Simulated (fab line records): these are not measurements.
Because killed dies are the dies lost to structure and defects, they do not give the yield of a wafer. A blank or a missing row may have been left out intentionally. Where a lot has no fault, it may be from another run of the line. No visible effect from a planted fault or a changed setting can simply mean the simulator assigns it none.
fab line records / flow n5_finfet
record lots=12 wafers=36 last_day=18
route steps=1938 shown BEOL_M12@1647 MIM_TOP_LITHO@1847 TV_OPEN@1890 PASSIVATION@1905
lots with no fault: from the same line, run without faults
start_h: hours from the record's opening day to when the first of the lot's shown wafers began / wait_h: time in hours since the lot's previous step / " the same as in the row above / L1.1+2: a single row standing in for several wafers / - value missing, or start not given / * or withheld: withheld / < > ~ a bound
route shown NAME@n: NAME is a module with steps in the file, n the number in the route of the first one / usual: mean/standard deviation of fault-free wafers / same: alike in all rows / chamber/n: place in a boat / sites: readings site by site / _std_site: their standard deviation / _edge_site: the outer-site mean with the inner-site mean subtracted / radius_mm: for every site, how far away it sits from the centre of the wafer / mask NAME#n: copy n / behind: the last tool/chamber to shape the wafer / hold: why the lot was held/for how many hours/how that ended / device: the transistor (n, p or np) that didn't switch / end of line: the tests these same wafers got at the end of their route / a step with no rows: only its recipe / killed: not the wafer's yield, but the dies lost to structure and defects at the first sort / map: shows each die of a wafer: x if killed, . if not, _ if none is there
set.NAME: the run value of the setting; set.NAME@STEP: its run value at that earlier step / model.NAME: the simulator's own value behind a step, which no gauge read
the route's steps for a sample of lots (tables are steps, rows are wafers)
services: from which hour (start_h, from the record's first day; less than 0 if before it) a tool's chamber was out of use, for how many hours, and why
## steps
# step N5_BEOL_M12_PRE_CLEAN_42
# recipe gas=H2/He time_s=30 temp_c=250
# usual heater_power_w=323/37
lot.wafer=L695.2 tool=pvd_sputter-01 chamber=- start_h=242.15 wait_h=0.0 heater_power_w=316
lot.wafer=L695.5 tool=pvd_sputter-01 chamber=- start_h=242.15 wait_h=0.0 heater_power_w=374
lot.wafer=L695.6 tool=pvd_sputter-01 chamber=- start_h=242.15 wait_h=0.0 heater_power_w=314
lot.wafer=L697.1 tool=pvd_sputter-01 chamber=- start_h=245.07 wait_h=0.0 heater_power_w=291
lot.wafer=L697.4 tool=pvd_sputter-01 chamber=- start_h=245.07 wait_h=0.0 heater_power_w=311
lot.wafer=L697.5 tool=pvd_sputter-01 chamber=- start_h=245.07 wait_h=0.0 heater_power_w=314
lot.wafer=L696.1 tool=pvd_sputter-01 chamber=- start_h=255.39 wait_h=0.0 heater_power_w=382
lot.wafer=L696.2 tool=pvd_sputter-01 chamber=- start_h=255.39 wait_h=0.0 heater_power_w=299
lot.wafer=L696.4 tool=pvd_sputter-01 chamber=- start_h=255.39 wait_h=0.0 heater_power_w=319
lot.wafer=L698.3 tool=pvd_sputter-02 chamber=- start_h=269.04 wait_h=0.0 heater_power_w=313
lot.wafer=L698.4 tool=pvd_sputter-02 chamber=- start_h=269.04 wait_h=0.0 heater_power_w=301
lot.wafer=L698.5 tool=pvd_sputter-02 chamber=- start_h=269.04 wait_h=0.0 heater_power_w=299
lot.wafer=L700.2 tool=pvd_sputter-03 chamber=- start_h=274.54 wait_h=0.0 heater_power_w=304
lot.wafer=L700.5 tool=pvd_sputter-03 chamber=- start_h=274.54 wait_h=0.0 heater_power_w=310
lot.wafer=L700.6 tool=pvd_sputter-03 chamber=- start_h=274.54 wait_h=0.0 heater_power_w=276
lot.wafer=L703.1 tool=pvd_sputter-02 chamber=- start_h=300.68 wait_h=0.0 heater_power_w=305
lot.wafer=L703.4 tool=pvd_sputter-02 chamber=- start_h=300.68 wait_h=0.0 heater_power_w=413
lot.wafer=L703.5 tool=pvd_sputter-02 chamber=- start_h=300.68 wait_h=0.0 heater_power_w=410
lot.wafer=L706.1 tool=pvd_sputter-02 chamber=- start_h=318.38 wait_h=0.0 heater_power_w=304
lot.wafer=L706.3 tool=pvd_sputter-02 chamber=- start_h=318.38 wait_h=0.0 heater_power_w=308
lot.wafer=L706.5 tool=pvd_sputter-02 chamber=- start_h=318.38 wait_h=0.0 heater_power_w=295
lot.wafer=L712.2 tool=pvd_sputter-03 chamber=- start_h=355.25 wait_h=0.0 heater_power_w=302
lot.wafer=L712.4 tool=pvd_sputter-03 chamber=- start_h=355.25 wait_h=0.0 heater_power_w=331
lot.wafer=L712.5 tool=pvd_sputter-03 chamber=- start_h=355.25 wait_h=0.0 heater_power_w=324
lot.wafer=L715.1 tool=pvd_sputter-03 chamber=- start_h=368.59 wait_h=0.0 heater_power_w=335
lot.wafer=L715.4 tool=pvd_sputter-03 chamber=- start_h=368.59 wait_h=0.0 heater_power_w=330
lot.wafer=L715.6 tool=pvd_sputter-03 chamber=- start_h=368.59 wait_h=0.0 heater_power_w=315
lot.wafer=L717.3 tool=pvd_sputter-02 chamber=- start_h=373.24 wait_h=0.0 heater_power_w=302
lot.wafer=L717.5 tool=pvd_sputter-02 chamber=- start_h=373.24 wait_h=0.0 heater_power_w=304
lot.wafer=L717.6 tool=pvd_sputter-02 chamber=- start_h=373.24 wait_h=0.0 heater_power_w=420
lot.wafer=L716.2 tool=pvd_sputter-02 chamber=- start_h=373.92 wait_h=0.0 heater_power_w=314
lot.wafer=L716.4 tool=pvd_sputter-02 chamber=- start_h=373.92 wait_h=0.0 heater_power_w=296
lot.wafer=L716.5 tool=pvd_sputter-02 chamber=- start_h=373.92 wait_h=0.0 heater_power_w=302
lot.wafer=L711.3 tool=pvd_sputter-02 chamber=- start_h=393.69 wait_h=0.0 heater_power_w=304
lot.wafer=L711.4 tool=pvd_sputter-02 chamber=- start_h=393.69 wait_h=0.0 heater_power_w=308
lot.wafer=L711.5 tool=pvd_sputter-02 chamber=- start_h=393.69 wait_h=0.0 heater_power_w=305
# step N5_MIM_TOP_LITHO_CD_MEAS_08
# recipe target_cd_nm=2000 landing_energy_ev=500 detector=se_inlens
# usual cd_nm=1999.7/1.7
lot.wafer=L695.2 tool=cd_sem-02 chamber=0 start_h=274.17 wait_h=- cd_nm=1999.7
lot.wafer=L695.5 tool=cd_sem-02 chamber=0 start_h=274.17 wait_h=- cd_nm=1997.5
lot.wafer=L695.6 tool=cd_sem-02 chamber=0 start_h=274.17 wait_h=- cd_nm=1999.5
lot.wafer=L697.1 tool=cd_sem-01 chamber=0 start_h=275.60 wait_h=- cd_nm=1999.8
lot.wafer=L697.4 tool=cd_sem-01 chamber=0 start_h=275.60 wait_h=- cd_nm=1999.5
lot.wafer=L697.5 tool=cd_sem-01 chamber=0 start_h=275.60 wait_h=- cd_nm=2003.6
lot.wafer=L696.1 tool=cd_sem-02 chamber=0 start_h=278.17 wait_h=- cd_nm=1998.0
lot.wafer=L696.2 tool=cd_sem-02 chamber=0 start_h=278.17 wait_h=- cd_nm=1997.8
lot.wafer=L696.4 tool=cd_sem-02 chamber=0 start_h=278.17 wait_h=- cd_nm=1997.4
lot.wafer=L698.3 tool=cd_sem-02 chamber=0 start_h=291.14 wait_h=- cd_nm=2000.6
lot.wafer=L698.4 tool=cd_sem-02 chamber=0 start_h=291.14 wait_h=- cd_nm=1999.6
lot.wafer=L698.5 tool=cd_sem-02 chamber=0 start_h=291.14 wait_h=- cd_nm=1999.7
lot.wafer=L700.2 tool=cd_sem-02 chamber=0 start_h=295.50 wait_h=- cd_nm=1999.2
lot.wafer=L700.5 tool=cd_sem-02 chamber=0 start_h=295.50 wait_h=- cd_nm=1999.7
lot.wafer=L700.6 tool=cd_sem-02 chamber=0 start_h=295.50 wait_h=- cd_nm=1998.5
lot.wafer=L703.1 tool=cd_sem-03 chamber=0 start_h=332.31 wait_h=- cd_nm=1999.0
lot.wafer=L703.4 tool=cd_sem-03 chamber=0 start_h=332.31 wait_h=- cd_nm=1999.9
lot.wafer=L703.5 tool=cd_sem-03 chamber=0 start_h=332.31 wait_h=- cd_nm=1998.9
lot.wafer=L706.1 tool=cd_sem-02 chamber=0 start_h=347.21 wait_h=- cd_nm=1998.5
lot.wafer=L706.3 tool=cd_sem-02 chamber=0 start_h=347.21 wait_h=- cd_nm=2000.0
lot.wafer=L706.5 tool=cd_sem-02 chamber=0 start_h=347.21 wait_h=- cd_nm=2000.3
lot.wafer=L712.2 tool=cd_sem-02 chamber=0 start_h=377.43 wait_h=- cd_nm=2001.5
lot.wafer=L712.4 tool=cd_sem-02 chamber=0 start_h=377.43 wait_h=- cd_nm=2000.9
lot.wafer=L712.5 tool=cd_sem-02 chamber=0 start_h=377.43 wait_h=- cd_nm=2000.4
lot.wafer=L715.1 tool=cd_sem-01 chamber=0 start_h=391.19 wait_h=- cd_nm=2002.0
lot.wafer=L715.4 tool=cd_sem-01 chamber=0 start_h=391.19 wait_h=- cd_nm=2000.5
lot.wafer=L715.6 tool=cd_sem-01 chamber=0 start_h=391.19 wait_h=- cd_nm=2000.9
lot.wafer=L717.3 tool=cd_sem-02 chamber=0 start_h=396.12 wait_h=- cd_nm=1998.0
lot.wafer=L717.5 tool=cd_sem-02 chamber=0 start_h=396.12 wait_h=- cd_nm=1998.5
lot.wafer=L717.6 tool=cd_sem-02 chamber=0 start_h=396.12 wait_h=- cd_nm=1995.2
lot.wafer=L716.2 tool=cd_sem-02 chamber=0 start_h=398.09 wait_h=- cd_nm=1998.2
lot.wafer=L716.4 tool=cd_sem-02 chamber=0 start_h=398.09 wait_h=- cd_nm=2001.3
lot.wafer=L716.5 tool=cd_sem-02 chamber=0 start_h=398.09 wait_h=- cd_nm=2000.8
lot.wafer=L711.3 tool=cd_sem-03 chamber=0 start_h=415.24 wait_h=- cd_nm=1997.9
lot.wafer=L711.4 tool=cd_sem-03 chamber=0 start_h=415.24 wait_h=- cd_nm=1999.0
lot.wafer=L711.5 tool=cd_sem-03 chamber=0 start_h=415.24 wait_h=- cd_nm=1998.4
# step N5_PASSIVATION_ETCH_15
# recipe chemistry=CF4/N2 target=SiCN target_depth_a=750 taper_deg=2 time_s=81.2 ion_energy_ev=150 mask_material=SiNx pressure_mtorr=40 source_w=430 bias_w=70 Ar_flow_sccm=100 cf4_flow_sccm=60 n2_flow_sccm=60
# usual drypump_motor_current_A=5.8/0.47 oes_product_au=0.79/0.083 rf_vpp_V=382.7/1.9 showerhead_plenum_p_Torr=2.23/0.075 throttle_valve_pct=15.55/0.18
lot.wafer=L695.2 tool=rie_diel-06 chamber=1 start_h=- wait_h=- drypump_motor_current_A=6.4 oes_product_au=0.74 rf_hours_counter_h=188 rf_vpp_V=383.6 showerhead_plenum_p_Torr=2.28 throttle_valve_pct=15.84
lot.wafer=L695.5 tool=rie_diel-06 chamber=1 start_h=- wait_h=- drypump_motor_current_A=6.3 oes_product_au=0.73 rf_hours_counter_h=- rf_vpp_V=384.9 showerhead_plenum_p_Torr=2.28 throttle_valve_pct=15.86
lot.wafer=L695.6 tool=rie_diel-06 chamber=0 start_h=- wait_h=- drypump_motor_current_A=5.8 oes_product_au=0.88 rf_hours_counter_h=- rf_vpp_V=382.5 showerhead_plenum_p_Torr=2.25 throttle_valve_pct=15.56
lot.wafer=L697.1 tool=rie_diel-05 chamber=2 start_h=- wait_h=- drypump_motor_current_A=5.1 oes_product_au=0.85 rf_hours_counter_h=74 rf_vpp_V=382.1 showerhead_plenum_p_Torr=2.15 throttle_valve_pct=15.57
lot.wafer=L697.4 tool=rie_diel-05 chamber=0 start_h=- wait_h=- drypump_motor_current_A=6.8 oes_product_au=0.78 rf_hours_counter_h=132 rf_vpp_V=382.6 showerhead_plenum_p_Torr=2.31 throttle_valve_pct=15.34
lot.wafer=L697.5 tool=rie_diel-05 chamber=1 start_h=- wait_h=- drypump_motor_current_A=5.4 oes_product_au=0.74 rf_hours_counter_h=- rf_vpp_V=380.7 showerhead_plenum_p_Torr=2.10 throttle_valve_pct=15.42
lot.wafer=L696.1 tool=rie_diel-06 chamber=1 start_h=- wait_h=- drypump_motor_current_A=6.3 oes_product_au=0.73 rf_hours_counter_h=190 rf_vpp_V=384.8 showerhead_plenum_p_Torr=2.28 throttle_valve_pct=15.84
lot.wafer=L696.2 tool=rie_diel-06 chamber=2 start_h=- wait_h=- drypump_motor_current_A=5.4 oes_product_au=0.94 rf_hours_counter_h=12 rf_vpp_V=385.8 showerhead_plenum_p_Torr=2.35 throttle_valve_pct=15.22
lot.wafer=L696.4 tool=rie_diel-06 chamber=3 start_h=- wait_h=- drypump_motor_current_A=5.9 oes_product_au=0.78 rf_hours_counter_h=116 rf_vpp_V=380.8 showerhead_plenum_p_Torr=2.14 throttle_valve_pct=15.57
lot.wafer=L698.3 tool=rie_diel-03 chamber=0 start_h=- wait_h=- drypump_motor_current_A=5.9 oes_product_au=0.79 rf_hours_counter_h=123 rf_vpp_V=383.5 showerhead_plenum_p_Torr=2.22 throttle_valve_pct=15.54
lot.wafer=L698.4 tool=rie_diel-03 chamber=3 start_h=- wait_h=- drypump_motor_current_A=5.6 oes_product_au=0.71 rf_hours_counter_h=209 rf_vpp_V=383.0 showerhead_plenum_p_Torr=2.19 throttle_valve_pct=15.66
lot.wafer=L698.5 tool=rie_diel-03 chamber=2 start_h=- wait_h=- drypump_motor_current_A=6.1 oes_product_au=0.70 rf_hours_counter_h=- rf_vpp_V=383.9 showerhead_plenum_p_Torr=2.26 throttle_valve_pct=15.80
lot.wafer=L700.2 tool=rie_diel-03 chamber=0 start_h=- wait_h=- drypump_motor_current_A=5.9 oes_product_au=0.78 rf_hours_counter_h=125 rf_vpp_V=382.7 showerhead_plenum_p_Torr=2.22 throttle_valve_pct=15.55
lot.wafer=L700.5 tool=rie_diel-03 chamber=3 start_h=- wait_h=- drypump_motor_current_A=5.7 oes_product_au=0.70 rf_hours_counter_h=- rf_vpp_V=380.8 showerhead_plenum_p_Torr=2.19 throttle_valve_pct=15.66
lot.wafer=L700.6 tool=rie_diel-03 chamber=2 start_h=- wait_h=- drypump_motor_current_A=6.1 oes_product_au=0.68 rf_hours_counter_h=- rf_vpp_V=384.4 showerhead_plenum_p_Torr=2.26 throttle_valve_pct=15.80
lot.wafer=L703.1 tool=rie_diel-06 chamber=0 start_h=- wait_h=- drypump_motor_current_A=5.8 oes_product_au=0.85 rf_hours_counter_h=47 rf_vpp_V=381.9 showerhead_plenum_p_Torr=2.24 throttle_valve_pct=15.61
lot.wafer=L703.4 tool=rie_diel-06 chamber=1 start_h=- wait_h=- drypump_motor_current_A=6.4 oes_product_au=0.71 rf_hours_counter_h=213 rf_vpp_V=384.1 showerhead_plenum_p_Torr=2.27 throttle_valve_pct=15.92
lot.wafer=L703.5 tool=rie_diel-06 chamber=1 start_h=- wait_h=- drypump_motor_current_A=6.4 oes_product_au=0.71 rf_hours_counter_h=- rf_vpp_V=384.4 showerhead_plenum_p_Torr=2.27 throttle_valve_pct=15.90
lot.wafer=L706.1 tool=rie_diel-03 chamber=3 start_h=- wait_h=- drypump_motor_current_A=5.6 oes_product_au=0.68 rf_hours_counter_h=233 rf_vpp_V=381.6 showerhead_plenum_p_Torr=2.18 throttle_valve_pct=15.69
lot.wafer=L706.3 tool=rie_diel-03 chamber=2 start_h=- wait_h=- drypump_motor_current_A=6.1 oes_product_au=0.95 rf_hours_counter_h=10 rf_vpp_V=383.8 showerhead_plenum_p_Torr=2.26 throttle_valve_pct=15.35
lot.wafer=L706.5 tool=rie_diel-03 chamber=3 start_h=- wait_h=- drypump_motor_current_A=5.6 oes_product_au=0.68 rf_hours_counter_h=- rf_vpp_V=381.7 showerhead_plenum_p_Torr=2.18 throttle_valve_pct=15.69
lot.wafer=L712.2 tool=rie_diel-03 chamber=1 start_h=- wait_h=- drypump_motor_current_A=6.1 oes_product_au=0.69 rf_hours_counter_h=229 rf_vpp_V=380.1 showerhead_plenum_p_Torr=2.19 throttle_valve_pct=15.64
lot.wafer=L712.4 tool=rie_diel-03 chamber=3 start_h=- wait_h=- drypump_motor_current_A=5.7 oes_product_au=0.68 rf_hours_counter_h=242 rf_vpp_V=381.4 showerhead_plenum_p_Torr=2.18 throttle_valve_pct=15.70
lot.wafer=L712.5 tool=rie_diel-03 chamber=3 start_h=- wait_h=- drypump_motor_current_A=5.7 oes_product_au=0.68 rf_hours_counter_h=- rf_vpp_V=381.0 showerhead_plenum_p_Torr=2.18 throttle_valve_pct=15.72
lot.wafer=L715.1 tool=rie_diel-05 chamber=0 start_h=- wait_h=- drypump_motor_current_A=6.8 oes_product_au=0.76 rf_hours_counter_h=161 rf_vpp_V=382.8 showerhead_plenum_p_Torr=2.30 throttle_valve_pct=15.39
lot.wafer=L715.4 tool=rie_diel-05 chamber=3 start_h=- wait_h=- drypump_motor_current_A=5.1 oes_product_au=0.86 rf_hours_counter_h=56 rf_vpp_V=385.5 showerhead_plenum_p_Torr=2.33 throttle_valve_pct=15.37
lot.wafer=L715.6 tool=rie_diel-05 chamber=1 start_h=- wait_h=- drypump_motor_current_A=5.4 oes_product_au=0.72 rf_hours_counter_h=- rf_vpp_V=379.2 showerhead_plenum_p_Torr=2.09 throttle_valve_pct=15.48
lot.wafer=L717.3 tool=rie_diel-06 chamber=0 start_h=- wait_h=- drypump_motor_current_A=5.8 oes_product_au=0.83 rf_hours_counter_h=63 rf_vpp_V=382.9 showerhead_plenum_p_Torr=2.24 throttle_valve_pct=15.65
lot.wafer=L717.5 tool=rie_diel-06 chamber=0 start_h=- wait_h=- drypump_motor_current_A=5.8 oes_product_au=0.83 rf_hours_counter_h=- rf_vpp_V=384.0 showerhead_plenum_p_Torr=2.24 throttle_valve_pct=15.65
lot.wafer=L717.6 tool=rie_diel-06 chamber=3 start_h=- wait_h=- drypump_motor_current_A=5.9 oes_product_au=0.74 rf_hours_counter_h=- rf_vpp_V=378.9 showerhead_plenum_p_Torr=2.13 throttle_valve_pct=15.66
lot.wafer=L716.2 tool=rie_diel-05 chamber=0 start_h=- wait_h=- drypump_motor_current_A=6.8 oes_product_au=0.76 rf_hours_counter_h=163 rf_vpp_V=383.9 showerhead_plenum_p_Torr=2.30 throttle_valve_pct=15.43
lot.wafer=L716.4 tool=rie_diel-05 chamber=1 start_h=- wait_h=- drypump_motor_current_A=5.4 oes_product_au=0.72 rf_hours_counter_h=198 rf_vpp_V=380.7 showerhead_plenum_p_Torr=2.09 throttle_valve_pct=15.49
lot.wafer=L716.5 tool=rie_diel-05 chamber=3 start_h=- wait_h=- drypump_motor_current_A=5.1 oes_product_au=0.86 rf_hours_counter_h=- rf_vpp_V=384.6 showerhead_plenum_p_Torr=2.33 throttle_valve_pct=15.38
lot.wafer=L711.3 tool=rie_diel-03 chamber=2 start_h=- wait_h=- drypump_motor_current_A=6.1 oes_product_au=0.89 rf_hours_counter_h=- rf_vpp_V=384.0 showerhead_plenum_p_Torr=2.25 throttle_valve_pct=15.38
lot.wafer=L711.4 tool=rie_diel-03 chamber=3 start_h=- wait_h=- drypump_motor_current_A=5.6 oes_product_au=0.67 rf_hours_counter_h=- rf_vpp_V=382.6 showerhead_plenum_p_Torr=2.18 throttle_valve_pct=15.75
lot.wafer=L711.5 tool=rie_diel-03 chamber=3 start_h=- wait_h=- drypump_motor_current_A=5.6 oes_product_au=0.67 rf_hours_counter_h=- rf_vpp_V=382.5 showerhead_plenum_p_Torr=2.18 throttle_valve_pct=15.74
# step N5_PASSIVATION_CD_MEAS_30
# recipe target_cd_nm=4000 landing_energy_ev=500 detector=se_inlens polarity=opening
# usual cd_nm=3999.8/1.5
lot.wafer=L695.2 tool=cd_sem-03 chamber=0 start_h=280.53 wait_h=- cd_nm=3998.0
lot.wafer=L695.5 tool=cd_sem-03 chamber=0 start_h=280.53 wait_h=- cd_nm=4000.8
lot.wafer=L695.6 tool=cd_sem-03 chamber=0 start_h=280.53 wait_h=- cd_nm=4000.7
lot.wafer=L697.1 tool=cd_sem-02 chamber=0 start_h=281.63 wait_h=- cd_nm=4000.0
lot.wafer=L697.4 tool=cd_sem-02 chamber=0 start_h=281.63 wait_h=- cd_nm=4001.0
lot.wafer=L697.5 tool=cd_sem-02 chamber=0 start_h=281.63 wait_h=- cd_nm=3997.8
lot.wafer=L696.1 tool=cd_sem-02 chamber=0 start_h=284.19 wait_h=- cd_nm=3995.5
lot.wafer=L696.2 tool=cd_sem-02 chamber=0 start_h=284.19 wait_h=- cd_nm=3999.6
lot.wafer=L696.4 tool=cd_sem-02 chamber=0 start_h=284.19 wait_h=- cd_nm=4000.9
lot.wafer=L698.3 tool=cd_sem-02 chamber=0 start_h=297.41 wait_h=- cd_nm=3997.8
lot.wafer=L698.4 tool=cd_sem-02 chamber=0 start_h=297.41 wait_h=- cd_nm=3999.5
lot.wafer=L698.5 tool=cd_sem-02 chamber=0 start_h=297.41 wait_h=- cd_nm=3998.7
lot.wafer=L700.2 tool=cd_sem-03 chamber=0 start_h=301.73 wait_h=- cd_nm=3999.9
lot.wafer=L700.5 tool=cd_sem-03 chamber=0 start_h=301.73 wait_h=- cd_nm=4002.4
lot.wafer=L700.6 tool=cd_sem-03 chamber=0 start_h=301.73 wait_h=- cd_nm=4001.9
lot.wafer=L703.1 tool=cd_sem-02 chamber=0 start_h=338.95 wait_h=- cd_nm=3997.9
lot.wafer=L703.4 tool=cd_sem-02 chamber=0 start_h=338.95 wait_h=- cd_nm=3998.4
lot.wafer=L703.5 tool=cd_sem-02 chamber=0 start_h=338.95 wait_h=- cd_nm=3999.6
lot.wafer=L706.1 tool=cd_sem-02 chamber=0 start_h=352.10 wait_h=- cd_nm=3999.4
lot.wafer=L706.3 tool=cd_sem-02 chamber=0 start_h=352.10 wait_h=- cd_nm=3997.2
lot.wafer=L706.5 tool=cd_sem-02 chamber=0 start_h=352.10 wait_h=- cd_nm=3998.5
lot.wafer=L712.2 tool=cd_sem-02 chamber=0 start_h=381.83 wait_h=- cd_nm=3999.0
lot.wafer=L712.4 tool=cd_sem-02 chamber=0 start_h=381.83 wait_h=- cd_nm=3998.7
lot.wafer=L712.5 tool=cd_sem-02 chamber=0 start_h=381.83 wait_h=- cd_nm=3997.6
lot.wafer=L715.1 tool=cd_sem-02 chamber=0 start_h=395.91 wait_h=- cd_nm=3999.1
lot.wafer=L715.4 tool=cd_sem-02 chamber=0 start_h=395.91 wait_h=- cd_nm=4001.9
lot.wafer=L715.6 tool=cd_sem-02 chamber=0 start_h=395.91 wait_h=- cd_nm=4001.8
lot.wafer=L717.3 tool=cd_sem-01 chamber=0 start_h=401.30 wait_h=- cd_nm=3999.3
lot.wafer=L717.5 tool=cd_sem-01 chamber=0 start_h=401.30 wait_h=- cd_nm=3999.9
lot.wafer=L717.6 tool=cd_sem-01 chamber=0 start_h=401.30 wait_h=- cd_nm=4000.0
lot.wafer=L716.2 tool=cd_sem-02 chamber=0 start_h=405.03 wait_h=- cd_nm=3998.9
lot.wafer=L716.4 tool=cd_sem-02 chamber=0 start_h=405.03 wait_h=- cd_nm=4001.5
lot.wafer=L716.5 tool=cd_sem-02 chamber=0 start_h=405.03 wait_h=- cd_nm=3999.9
lot.wafer=L711.3 tool=cd_sem-01 chamber=0 start_h=420.44 wait_h=- cd_nm=4000.6
lot.wafer=L711.4 tool=cd_sem-01 chamber=0 start_h=420.44 wait_h=- cd_nm=4000.8
lot.wafer=L711.5 tool=cd_sem-01 chamber=0 start_h=420.44 wait_h=- cd_nm=3998.9
# step N5_PASSIVATION_PROBE_49
# usual defect_limited_yield=91.0/1.5 killed_at_M0_to_M3=35/11 killed_at_M4_up=13/6 killed_at_contacts=14/6.5 killed_at_front_end=40/12 killed_at_other=4/3.4 killed_dies=106/18 killed_open=68/14 killed_short=35/7.7 sort_bin_5_function=5.2/0.98 sort_bin_6_memory=3.4/0.72 sort_n_pass=1074/18 sort_yield_pct=91.0/1.5
# same gross_dies=1180 killed_at_back_side=0 sort_bin_4_leakage[%]=0 sort_bin_8_speed[%]=0
lot.wafer=L703.1 tool=prober-01 chamber=- start_h=345.05 wait_h=0.0 defect_limited_yield[%]=80.4 killed_at_M0_to_M3=34 killed_at_M4_up=158 killed_at_contacts=3 killed_at_front_end=31 killed_at_other=5 killed_dies=231 killed_open=45 killed_short=39 sort_bin_5_function[%]=11.0 sort_bin_6_memory[%]=4.3 sort_n_pass=949 sort_yield_pct[%]=80.4
lot.wafer=L703.4 tool=prober-01 chamber=- start_h=345.20 wait_h=0.2 defect_limited_yield[%]=81.8 killed_at_M0_to_M3=33 killed_at_M4_up=131 killed_at_contacts=15 killed_at_front_end=35 killed_at_other=1 killed_dies=215 killed_open=64 killed_short=32 sort_bin_5_function[%]=10.9 sort_bin_6_memory[%]=3.6 sort_n_pass=965 sort_yield_pct[%]=81.8
lot.wafer=L703.5 tool=prober-01 chamber=- start_h=345.25 wait_h=0.2 defect_limited_yield[%]=81.9 killed_at_M0_to_M3=26 killed_at_M4_up=133 killed_at_contacts=30 killed_at_front_end=23 killed_at_other=1 killed_dies=213 killed_open=62 killed_short=33 sort_bin_5_function[%]=10.0 sort_bin_6_memory[%]=4.1 sort_n_pass=967 sort_yield_pct[%]=81.9
lot.wafer=L706.1 tool=prober-01 chamber=- start_h=357.07 wait_h=0.0 defect_limited_yield[%]=81.2 killed_at_M0_to_M3=27 killed_at_M4_up=143 killed_at_contacts=21 killed_at_front_end=28 killed_at_other=3 killed_dies=222 killed_open=59 killed_short=28 sort_bin_5_function[%]=12.0 sort_bin_6_memory[%]=3.1 sort_n_pass=958 sort_yield_pct[%]=81.2
lot.wafer=L706.3 tool=prober-01 chamber=- start_h=357.17 wait_h=0.1 defect_limited_yield[%]=79.4 killed_at_M0_to_M3=20 killed_at_M4_up=176 killed_at_contacts=8 killed_at_front_end=38 killed_at_other=1 killed_dies=243 killed_open=55 killed_short=23 sort_bin_5_function[%]=12.6 sort_bin_6_memory[%]=4.4 sort_n_pass=937 sort_yield_pct[%]=79.4
lot.wafer=L706.5 tool=prober-01 chamber=- start_h=357.27 wait_h=0.2 defect_limited_yield[%]=80.8 killed_at_M0_to_M3=19 killed_at_M4_up=158 killed_at_contacts=18 killed_at_front_end=27 killed_at_other=5 killed_dies=227 killed_open=56 killed_short=27 sort_bin_5_function[%]=10.3 sort_bin_6_memory[%]=4.8 sort_n_pass=953 sort_yield_pct[%]=80.8
# killed by level:class
L703.1 BEOL_M12:unspecified=147 BEOL_M0_SAQP:geometric_particle:open=9 BEOL_M0_SAQP:geometric_particle:short=7 BEOL_M1:geometric_particle:open=7 FIN_SAQP:geometric_particle:short=6 STARTING-WAFER:geometric_particle:open=5 GATE_CUT:geometric_particle:short=4 STARTING-WAFER:geometric_particle:short=4
L703.4 BEOL_M12:unspecified=118 MOL_CONTACT_COAG:geometric_particle:open=12 BEOL_M1:geometric_particle:short=8 BEOL_M3:geometric_particle:open=7 SPACER0:geometric_particle:open=6 STARTING-WAFER:geometric_particle:open=6 STI_FIN_REVEAL:geometric_particle:open=5 BEOL_M0_SAQP:geometric_particle:short=5
L703.5 BEOL_M12:unspecified=117 MOL_CONTACT_COAG:geometric_particle:open=23 BEOL_M0_SAQP:geometric_particle:short=9 MOL_CONTACT_COAG:geometric_particle:short=7 GATE_CUT:geometric_particle:short=6 BEOL_M0_SAQP:geometric_particle:open=6 FIN_SAQP:geometric_particle:open=4 GATE_CUT:geometric_particle:open=4
L706.1 BEOL_M12:unspecified=134 MOL_CONTACT_COAG:geometric_particle:open=20 BEOL_M1:geometric_particle:open=7 FIN_SAQP:geometric_particle:open=6 GATE_CUT:geometric_particle:short=6 FIN_SAQP:geometric_particle:short=4 BEOL_M4:geometric_particle:open=4 DUMMY_GATE:geometric_particle:open=3
L706.3 BEOL_M12:unspecified=161 BEOL_M4:geometric_particle:open=11 FIN_SAQP:geometric_particle:short=10 MOL_CONTACT_COAG:geometric_particle:open=7 BEOL_M0_SAQP:geometric_particle:open=7 FIN_SAQP:geometric_particle:open=6 GATE_CUT:geometric_particle:open=6 BEOL_M2:geometric_particle:open=4
L706.5 BEOL_M12:unspecified=143 MOL_CONTACT_COAG:geometric_particle:open=15 BEOL_M0:geometric_particle:open=7 FIN_SAQP:geometric_particle:short=6 DUMMY_GATE:geometric_particle:open=4 GATE_CUT:geometric_particle:open=4 BEOL_M3:geometric_particle:open=4 BEOL_M4:geometric_particle:open=4
## services
tool=rie_diel-06 chamber=- start_h=230.51 hours=0.5 kind=repair
tool=rie_diel-06 chamber=2 start_h=237.70 hours=13.5 kind=repair
tool=pvd_sputter-01 chamber=- start_h=246.25 hours=3.0 kind=repair
tool=rie_diel-03 chamber=2 start_h=302.30 hours=- kind=clean
tool=rie_diel-03 chamber=2 start_h=302.30 hours=- kind=consumable_replace:focus_ring
tool=rie_diel-03 chamber=2 start_h=302.30 hours=18.9 kind=scheduled_down
tool=rie_diel-03 chamber=2 start_h=302.30 hours=18.9 kind=vent_cycle
tool=rie_diel-05 chamber=3 start_h=311.98 hours=18.2 kind=repair
tool=rie_diel-05 chamber=2 start_h=324.13 hours=30.9 kind=repair
tool=pvd_sputter-01 chamber=- start_h=335.05 hours=1.8 kind=repair
tool=pvd_sputter-01 chamber=- start_h=354.34 hours=9.6 kind=repair
tool=pvd_sputter-01 chamber=- start_h=366.21 hours=1.5 kind=repair
tool=rie_diel-06 chamber=0 start_h=381.91 hours=6.4 kind=repair
tool=rie_diel-03 chamber=0 start_h=382.74 hours=5.6 kind=repair
tool=rie_diel-03 chamber=1 start_h=386.53 hours=2.1 kind=repair
## key
first_sign step=N5_PASSIVATION_PROBE_49 reading=killed_at_M4_up direction=up sigmas=23 usual=13 struck=150
effect step=N5_PASSIVATION_PROBE_49 reading=defect_limited_yield direction=down sigmas=6.6 usual=91.0 struck=80.9
more_kills_born_at N5_BEOL_M12_PRE_CLEAN_42@pvd_sputter-02=820
met_at N5_BEOL_M12_PRE_CLEAN_42
struck_lots L703,L706
not_acting_at N5_MIM_TOP_LITHO_CD_MEAS_08,N5_PASSIVATION_ETCH_15,N5_PASSIVATION_CD_MEAS_30
onset_between 269.04 300.68
fault kind=chamber_particle_source tool=pvd_sputter-02 chamber=- onset_h=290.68 steps=N5_BEOL_M12_PRE_CLEAN_42 rate_per_visit_cm2=1.9055 end_h=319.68
